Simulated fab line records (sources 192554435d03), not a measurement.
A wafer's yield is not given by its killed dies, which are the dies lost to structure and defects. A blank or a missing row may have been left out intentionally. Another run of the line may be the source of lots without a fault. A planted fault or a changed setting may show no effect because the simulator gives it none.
Chamber matching | flow n5_finfet | N5_BEOL_M10_PECVD_70 on pecvd-03 has 3 sister chambers
The step deposits SiO2 from TEOS/O2, target thk 20 nm, time 22.7 s. 6 wafers are shown with their chamber, then 7 later ones without.

== WAFERS WITH THEIR CHAMBER ==
wafer  | chamber | throttle_valve_pct (%) | showerhead_plenum_p_Torr (Torr)
L078.6 | 2       | 20.2                   | 8.87
L080.1 | 0       | 27.1                   | 8.75
L082.3 | 2       | 20.3                   | 8.87
L082.6 | 1       | 23.5                   | 8.91
L091.1 | 1       | 23.3                   | 8.90
L091.4 | 0       | 27.0                   | 8.75

== WAFERS MISSING THEIR CHAMBER ==
wafer  | throttle_valve_pct (%) | showerhead_plenum_p_Torr (Torr)
L091.6 | 20.2                   | 8.87
L088.3 | 23.3                   | 8.90
L088.5 | 27.0                   | 8.78
L088.6 | 20.5                   | 8.89
L092.2 | 27.3                   | 8.76
L092.3 | 20.4                   | 8.89
L092.6 | 23.6                   | 8.87

== EACH ONE'S CHAMBER ==
wafer  | from the rows above | in truth
L091.6 | 2                   | 2
L088.3 | 1                   | 1
L088.5 | 0                   | 0
L088.6 | 2                   | 2
L092.2 | 0                   | 0
L092.3 | 2                   | 2
L092.6 | 1                   | 1
Correct placement for 7 of the 7. Number that these rows cannot place: 0. Wrongly placed: 0.
How it was worked out, from the rows above alone: a wafer's distance from a chamber is the root of the sum, over the readings, of the square of ((its reading less the chamber's mean) divided by the reading's scatter). The wafer belongs to the nearest chamber; if the next one is less than 2 further off, it can't be placed. For every chamber, the mean is computed from those of its wafers that are shown. How the scatter is found: for the shown wafers, subtract from each reading the mean of its chamber, square and add these, divide the total by (wafers less chambers), then take the root.
